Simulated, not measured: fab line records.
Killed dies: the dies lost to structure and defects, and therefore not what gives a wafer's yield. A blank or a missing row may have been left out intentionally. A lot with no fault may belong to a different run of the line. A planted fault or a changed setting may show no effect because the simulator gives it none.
Which tool is to blame?    flow nandHarc    Sampling: 24 lots, 72 wafers, 6 of 1302 route steps

WHAT THE GAUGES READ, wafer by wafer
NHARC_P_GATE_CD_MEAS_59: target cd 720 nm. Usual: cdNm reads 719.9 nm (standard deviation 1.9).
lot   measured      on        cdNm (nm)          flag
L074  day 5 12:11   cdSem-01  720.7 717.8 717.6  
L075  day 6 01:26   cdSem-02  719.3 718.8 720.0  
L076  day 6 12:28   cdSem-02  716.1 719.8 718.8  
L077  day 6 20:46   cdSem-03  721.9 722.7 721.9  
L078  day 7 10:40   cdSem-02  719.1 715.6 718.5  
L079  day 7 22:59   cdSem-02  720.9 720.0 718.4  
L080  day 8 03:52   cdSem-02  720.9 721.2 720.3  
L081  day 8 13:57   cdSem-03  719.1 721.4 720.2  
L082  day 9 05:47   cdSem-03  721.5 721.6 723.5  
L083  day 9 15:42   cdSem-02  718.3 719.7 720.0  
L084  day 10 07:51  cdSem-03  717.6 717.0 723.0  
L085  day 10 05:28  cdSem-01  721.1 721.0 721.9  
L086  day 10 13:31  cdSem-03  723.2 721.4 723.4  
L087  day 10 23:11  cdSem-03  716.8 721.7 721.5  
L088  day 11 15:50  cdSem-02  722.5 719.8 719.2  
L089  day 11 21:46  cdSem-02  716.8 722.2 719.7  
L090  day 12 09:22  cdSem-01  718.0 717.5 717.3  
L091  day 12 20:49  cdSem-01  722.4 721.9 720.9  
L092  day 13 01:43  cdSem-03  723.2 721.9 721.2  
L093  day 13 12:44  cdSem-02  719.2 716.6 721.0  
L095  day 14 06:35  cdSem-01  720.4 722.2 719.7  
L094  day 14 07:46  cdSem-03  718.7 717.9 723.1  
L096  day 14 21:47  cdSem-02  716.3 716.5 720.1  
L097  day 15 13:54  cdSem-02  716.4 717.6 719.6  

NHARC_P_M0_OVL_MEAS_10: pitch 180 nm. Usual: overlayXNm 0.1 nm, standard deviation 0.91; overlayYNm 0.0 nm, standard deviation 0.79.
lot   measured      on          overlayXNm (nm)  overlayYNm (nm)  flag
L074  day 5 22:43   overlay-02  0.5 0.2 -0.3     0.4 0.7 0.9      
L075  day 6 12:14   overlay-01  -0.9 -0.7 -1.1   0.5 -0.1 0.2     
L076  day 6 23:20   overlay-01  0.0 0.0 0.2      0.9 0.9 0.6      
L077  day 7 07:25   overlay-02  -0.9 -1.1 -1.4   1.3 0.6 0.9      
L078  day 7 21:20   overlay-02  0.5 0.3 0.5      1.0 0.7 0.5      
L079  day 8 10:24   overlay-01  1.1 1.1 1.4      -0.4 0.0 0.5     
L080  day 8 14:41   overlay-02  1.0 1.9 1.5      -0.5 -0.2 -0.1   
L081  day 9 00:32   overlay-02  -0.8 -0.8 -0.8   -0.8 -0.7 -0.7   
L082  day 9 16:04   overlay-02  -1.0 0.1 -0.6    0.6 0.6 1.1      
L083  day 10 02:05  overlay-01  -0.6 -0.2 -0.6   -0.9 -1.0 -0.9   
L084  day 10 18:25  overlay-02  0.8 0.6 0.6      -0.6 -0.5 -0.7   
L085  day 10 16:07  overlay-01  0.5 0.4 0.9      0.5 1.0 0.8      
L086  day 11 03:16  overlay-02  0.2 0.1 -0.1     0.5 0.8 0.0      
L087  day 11 09:44  overlay-01  -0.3 0.0 0.0     0.9 0.9 1.2      
L088  day 12 02:32  overlay-01  0.5 -0.1 0.3     -0.9 -0.7 -0.7   
L089  day 12 08:24  overlay-01  1.1 1.1 0.4      -0.3 -1.0 -0.6   
L090  day 12 20:14  overlay-02  -1.9 -1.8 -1.8   -0.7 -0.1 -0.7   
L091  day 13 07:39  overlay-01  -0.1 -0.2 0.3    0.2 -0.3 -0.3    
L092  day 13 12:32  overlay-02  0.7 0.9 0.4      -0.2 0.1 0.0     
L093  day 13 23:19  overlay-02  1.9 2.6 2.2      -0.3 -0.5 -0.1   
L095  day 14 17:35  overlay-01  -0.5 -0.2 -0.7   0.4 -0.4 -0.1    
L094  day 14 21:40  overlay-01  0.5 0.4 -0.3     -1.1 -1.2 -1.8   
L096  day 15 08:32  overlay-01  -0.5 -0.6 -0.8   1.0 1.6 0.8      
L097  day 16 00:28  overlay-01  0.5 0.5 0.3      -1.5 -1.0 -1.2   

WHICH TOOL RAN EACH LOT (tool, then ch and the chambers of the sampled wafers, then the start)
lot   NHARC_P_GATE_DEP_103             NHARC_P_GATE_ETCH_114                         NHARC_P_GATE_DESCUM_48             NHARC_P_CONTACT_ETCH_18
L074  pecvd-03 ch 0,1,2, day 4 21:59   rieDiel-01 ch 0,1,2, day 5 10:35 or earlier   rieDiel-08 ch 0,2, day 5 10:35     rieDiel-09 ch 1,2,3, day 5 22:43 or earlier
L075  pecvd-03 ch 0,1, day 5 11:17     rieDiel-08 ch 1,2, day 5 23:59 or earlier     rieDiel-08 ch 0,2,3, day 5 23:59   rieDiel-09 ch 0,2,3, day 6 12:14 or earlier
L076  pecvd-02 ch 1,2, day 5 19:56     rieDiel-08 ch 0,1,3, day 6 11:00 or earlier   rieDiel-01 ch 0,1,3, day 6 11:00   rieDiel-12 ch 0,2,3, day 6 23:20 or earlier
L077  pecvd-03 ch 0,1, day 6 06:38     rieDiel-03 ch 0,2, day 6 19:17 or earlier     rieDiel-08 ch 1,2, day 6 19:17     rieDiel-12 ch 0,1, day 7 07:25 or earlier
L078  pecvd-03 ch 0,1,2, day 6 20:00   rieDiel-08 ch 1,2,3, day 7 08:46 or earlier   rieDiel-01 ch 0,1, day 7 08:46     rieDiel-05 ch 0,2, day 7 21:20 or earlier
L079  pecvd-03 ch 0,1,2, day 7 08:47   rieDiel-03 ch 1,2,3, day 7 21:31 or earlier   rieDiel-03 ch 2,3, day 7 21:31     rieDiel-05 ch 0,2,3, day 8 10:24 or earlier
L080  pecvd-02 ch 0,1, day 7 13:29     rieDiel-03 ch 1,3, day 8 02:17 or earlier     rieDiel-08 ch 1,2, day 8 02:17     rieDiel-09 ch 2,3, day 8 14:41 or earlier
L081  pecvd-04 ch 0,2, day 7 23:33     rieDiel-01 ch 0,2,3, day 8 12:20 or earlier   rieDiel-08 ch 0,3, day 8 12:20     rieDiel-12 ch 2,3, day 9 00:32 or earlier
L082  pecvd-04 ch 0,2, day 8 15:31     rieDiel-01 ch 0,3, day 9 04:11 or earlier     rieDiel-03 ch 0,3, day 9 04:11     rieDiel-12 ch 0,1,3, day 9 16:04 or earlier
L083  pecvd-04 ch 1,2, day 9 01:31     rieDiel-01 ch 0,1,2, day 9 14:15 or earlier   rieDiel-03 ch 1,2,3, day 9 14:15   rieDiel-05 ch 2,3, day 10 02:05 or earlier
L084  pecvd-02 ch 0,1,2, day 9 11:11   rieDiel-08 ch 0,3, day 10 06:06 or earlier    rieDiel-01 ch 1,2, day 10 06:06    rieDiel-09 ch 0,1, day 10 18:25 or earlier
L085  pecvd-02 ch 1,2, day 9 15:06     rieDiel-08 ch 0,2, day 10 03:54 or earlier    rieDiel-03 ch 1,2,3, day 10 03:54  rieDiel-05 ch 1,2,3, day 10 16:07 or earlier
L086  pecvd-02 ch 1,2, day 9 23:06     rieDiel-01 ch 0,3, day 10 11:56 or earlier    rieDiel-08 ch 2,3, day 10 11:56    rieDiel-05 ch 0,1,3, day 11 03:16 or earlier
L087  pecvd-03 ch 0,1,2, day 10 08:53  rieDiel-01 ch 1,2, day 10 21:38 or earlier    rieDiel-01 ch 0,2,3, day 10 21:38  rieDiel-09 ch 0,1,2, day 11 09:44 or earlier
L088  pecvd-02 ch 1,2, day 11 01:37    rieDiel-01 ch 0,3, day 11 14:23 or earlier    rieDiel-08 ch 0,1, day 11 14:23    rieDiel-09 ch 0,1, day 12 02:32 or earlier
L089  pecvd-04 ch 0,2, day 11 07:29    rieDiel-01 ch 0,2, day 11 20:11 or earlier    rieDiel-08 ch 0,2, day 11 20:11    rieDiel-09 ch 0,2, day 12 08:24 or earlier
L090  pecvd-04 ch 1,2, day 11 19:04    rieDiel-08 ch 0,2,3, day 12 07:53 or earlier  rieDiel-01 ch 0,2,3, day 12 07:53  rieDiel-09 ch 0,1, day 12 20:14 or earlier
L091  pecvd-03 ch 0,1,2, day 12 06:19  rieDiel-03 ch 0,2, day 12 19:10 or earlier    rieDiel-01 ch 1,3, day 12 19:10    rieDiel-09 ch 0,1,3, day 13 07:39 or earlier
L092  pecvd-02 ch 0,2, day 12 11:04    rieDiel-01 ch 0,2, day 13 00:15 or earlier    rieDiel-01 ch 0,2, day 13 00:15    rieDiel-09 ch 0,1,3, day 13 12:32 or earlier
L093  pecvd-04 ch 1,2, day 12 22:11    rieDiel-01 ch 1,2,3, day 13 11:09 or earlier  rieDiel-08 ch 0,1,3, day 13 11:09  rieDiel-12 ch 1,2,3, day 13 23:19 or earlier
L095  pecvd-03 ch 0,2, day 13 16:25    rieDiel-08 ch 0,1,2, day 14 05:00 or earlier  rieDiel-08 ch 1,2, day 14 05:00    rieDiel-12 ch 0,1,3, day 14 17:35 or earlier
L094  pecvd-04 ch 0,1, day 13 17:26    rieDiel-01 ch 0,1,2, day 14 06:19 or earlier  rieDiel-08 ch 0,2,3, day 14 06:19  rieDiel-09 ch 1,3, day 14 21:40 or earlier
L096  pecvd-03 ch 1,2, day 14 07:40    rieDiel-03 ch 0,1,2, day 14 20:11 or earlier  rieDiel-08 ch 1,2,3, day 14 20:11  rieDiel-05 ch 0,2,3, day 15 08:32 or earlier
L097  pecvd-03 ch 0,2, day 14 23:45    rieDiel-08 ch 1,2,3, day 15 12:20 or earlier  rieDiel-01 ch 0,1,3, day 15 12:20  rieDiel-05 ch 0,1,3, day 16 00:28 or earlier
- NHARC_P_GATE_DEP_103: deposits SiON, target thk 30 nm.
- NHARC_P_GATE_ETCH_114: etches the open film in CF4/O2, target depth 30 nm, overetch 3 nm, time 16.5 s.
- NHARC_P_GATE_DESCUM_48: chemistry O2, time 3 s.
- NHARC_P_CONTACT_ETCH_18: etches the open film in C4F8/O2/Ar, target depth 481 nm, time 240.5 s.

AS READ BY THE TOOLS THEMSELVES (means over the sampled wafers that have a number; for cases with no such wafer, the mark the record gives instead)
NHARC_P_GATE_DEP_103. Usual: heaterPowerW reads 755 W (standard deviation 86).
lot   tool      heaterPowerW (W)  flag
L074  pecvd-03  777               
L075  pecvd-03  708               
L076  pecvd-02  710               
L077  pecvd-03  669               
L078  pecvd-03  748               
L079  pecvd-03  779               
L080  pecvd-02  766               
L081  pecvd-04  738               
L082  pecvd-04  688               
L083  pecvd-04  805               
L084  pecvd-02  755               
L085  pecvd-02  642               
L086  pecvd-02  702               
L087  pecvd-03  805               
L088  pecvd-02  690               
L089  pecvd-04  695               
L090  pecvd-04  815               
L091  pecvd-03  815               
L092  pecvd-02  771               
L093  pecvd-04  813               
L095  pecvd-03  670               
L094  pecvd-04  712               
L096  pecvd-03  747               
L097  pecvd-03  822               

NHARC_P_GATE_ETCH_114. Usual: drypumpMotorCurrentA 5.5 A, standard deviation 0.34; o2FlowSccm 20.00 sccm, standard deviation 0.069; oesProductAu 1.006 a.u., standard deviation 0.0099; rfVppV 198.1 V, standard deviation 1.4; showerheadPlenumPTorr 1.35 Torr, standard deviation 0.053; throttleValvePct 13.398 %, standard deviation 0.0086.
lot   tool        drypumpMotorCurrentA (A)  o2FlowSccm (sccm)  oesProductAu (a.u.)  rfVppV (V)  showerheadPlenumPTorr (Torr)  throttleValvePct (%)  flag
L074  rieDiel-01  5.4                       20.00              1.008                199.1       1.36                          13.402                
L075  rieDiel-08  5.2                       19.99              1.014                198.0       1.33                          13.394                
L076  rieDiel-08  5.5                       20.00              1.011                197.5       1.32                          13.399                
L077  rieDiel-03  5.7                       20.07              1.001                197.7       1.35                          13.400                
L078  rieDiel-08  5.5                       20.09              1.010                199.3       1.37                          13.398                
L079  rieDiel-03  5.9                       19.99              0.996                199.2       1.39                          13.411                
L080  rieDiel-03  5.9                       19.96              0.993                197.7       1.37                          13.397                
L081  rieDiel-01  5.5                       20.04              1.016                198.4       1.36                          13.394                
L082  rieDiel-01  5.2                       19.99              1.002                198.0       1.35                          13.396                
L083  rieDiel-01  5.4                       19.97              1.020                199.0       1.36                          13.403                
L084  rieDiel-08  5.7                       19.97              1.006                197.0       1.31                          13.404                
L085  rieDiel-08  5.4                       19.95              1.003                198.6       1.34                          13.404                
L086  rieDiel-01  5.4                       19.98              1.007                198.4       1.34                          13.401                
L087  rieDiel-01  5.5                       20.01              1.006                197.9       1.35                          13.399                
L088  rieDiel-01  5.2                       20.04              1.003                198.7       1.35                          13.403                
L089  rieDiel-01  5.3                       20.02              1.010                197.8       1.38                          13.400                
L090  rieDiel-08  5.6                       19.97              1.012                197.6       1.35                          13.398                
L091  rieDiel-03  5.7                       19.99              1.004                197.9       1.34                          13.391                
L092  rieDiel-01  5.5                       20.02              1.015                199.3       1.39                          13.404                
L093  rieDiel-01  5.6                       20.04              1.004                198.5       1.35                          13.400                
L095  rieDiel-08  5.3                       19.98              1.009                197.4       1.31                          13.396                
L094  rieDiel-01  5.3                       20.05              1.012                197.5       1.36                          13.399                
L096  rieDiel-03  5.8                       20.00              0.993                198.5       1.37                          13.397                
L097  rieDiel-08  5.5                       19.97              1.005                197.7       1.36                          13.391                

NHARC_P_GATE_DESCUM_48. Usual: drypumpMotorCurrentA 5.5 A, standard deviation 0.35; o2FlowSccm 200.0 sccm, standard deviation 0.6; oesProductAu 1.005 a.u., standard deviation 0.0089; rfVppV 57.9 V, standard deviation 0.96; showerheadPlenumPTorr 1.94 Torr, standard deviation 0.081; throttleValvePct 11.312 %, standard deviation 0.0091.
lot   tool        drypumpMotorCurrentA (A)  o2FlowSccm (sccm)  oesProductAu (a.u.)  rfVppV (V)  showerheadPlenumPTorr (Torr)  throttleValvePct (%)  flag
L074  rieDiel-08  5.4                       200.3              1.011                58.2        1.92                          11.308                
L075  rieDiel-08  5.6                       199.7              1.008                56.9        1.93                          11.307                
L076  rieDiel-01  5.3                       200.0              1.004                58.2        1.92                          11.316                
L077  rieDiel-08  5.2                       200.1              1.004                58.2        1.94                          11.309                
L078  rieDiel-01  5.1                       200.3              1.008                58.7        1.94                          11.311                
L079  rieDiel-03  5.8                       200.5              1.001                58.2        1.95                          11.312                
L080  rieDiel-08  5.2                       200.6              1.005                57.2        1.90                          11.304                
L081  rieDiel-08  5.7                       199.7              1.005                58.6        1.87                          11.311                
L082  rieDiel-03  5.6                       200.5              0.998                57.6        1.88                          11.320                
L083  rieDiel-03  5.9                       199.8              1.004                58.0        1.98                          11.313                
L084  rieDiel-01  5.7                       199.7              1.006                58.4        1.97                          11.318                
L085  rieDiel-03  5.9                       199.6              0.989                58.6        1.98                          11.316                
L086  rieDiel-08  5.5                       199.9              1.005                58.1        2.00                          11.305                
L087  rieDiel-01  5.5                       200.6              1.002                58.4        1.96                          11.305                
L088  rieDiel-08  5.4                       199.5              1.012                57.5        1.81                          11.313                
L089  rieDiel-08  5.4                       199.4              1.013                58.2        1.85                          11.312                
L090  rieDiel-01  5.5                       200.5              1.005                58.5        1.95                          11.313                
L091  rieDiel-01  5.5                       200.4              0.998                57.6        1.89                          11.307                
L092  rieDiel-01  5.5                       199.9              1.011                59.0        1.99                          11.307                
L093  rieDiel-08  5.5                       199.9              1.011                57.5        1.89                          11.306                
L095  rieDiel-08  5.2                       200.1              1.006                58.2        1.90                          11.315                
L094  rieDiel-08  5.6                       200.2              0.997                57.3        1.93                          11.315                
L096  rieDiel-08  5.5                       200.1              1.002                58.0        1.95                          11.305                
L097  rieDiel-01  5.3                       199.7              1.006                57.3        1.91                          11.313                

NHARC_P_CONTACT_ETCH_18. Usual: oesProductAu 0.957 a.u., standard deviation 0.019; rfVppV 980 V, standard deviation 5.
lot   tool        oesProductAu (a.u.)  rfVppV (V)  flag
L074  rieDiel-09  0.957                977         
L075  rieDiel-09  0.956                976         
L076  rieDiel-12  0.957                982         
L077  rieDiel-12  0.949                981         
L078  rieDiel-05  0.922                981         
L079  rieDiel-05  0.966                982         
L080  rieDiel-09  0.912                973         
L081  rieDiel-12  0.956                981         
L082  rieDiel-12  0.918                982         
L083  rieDiel-05  0.963                987         
L084  rieDiel-09  0.957                980         
L085  rieDiel-05  0.980                985         
L086  rieDiel-05  0.976                980         
L087  rieDiel-09  0.964                976         
L088  rieDiel-09  0.982                980         
L089  rieDiel-09  0.975                975         
L090  rieDiel-09  0.928                981         
L091  rieDiel-09  0.963                979         
L092  rieDiel-09  0.967                980         
L093  rieDiel-12  0.951                980         
L095  rieDiel-12  0.968                981         
L094  rieDiel-09  0.967                981         
L096  rieDiel-05  0.943                982         
L097  rieDiel-05  0.979                980         

THE ANSWER, worked out from the rows above alone
Rule: take the mean of a lot's wafers that have a number; if it is more than 3 standard deviations from the usual mean, the lot is off. Also off: a lot with no number at a reading for which 4 or more lots have one. All remaining lots with rows at the step are treated as sound. After the gauges, taken in route order, come the tools' own readings; for these a lot's mean is taken, as printed above. The first step at which some lot is off is used, and at that step the reading that is off furthest; a lot without a number counts as furthest.
No lot is off at any reading shown: from this, nothing can be told.

WHAT THE SIMULATOR PUT IN
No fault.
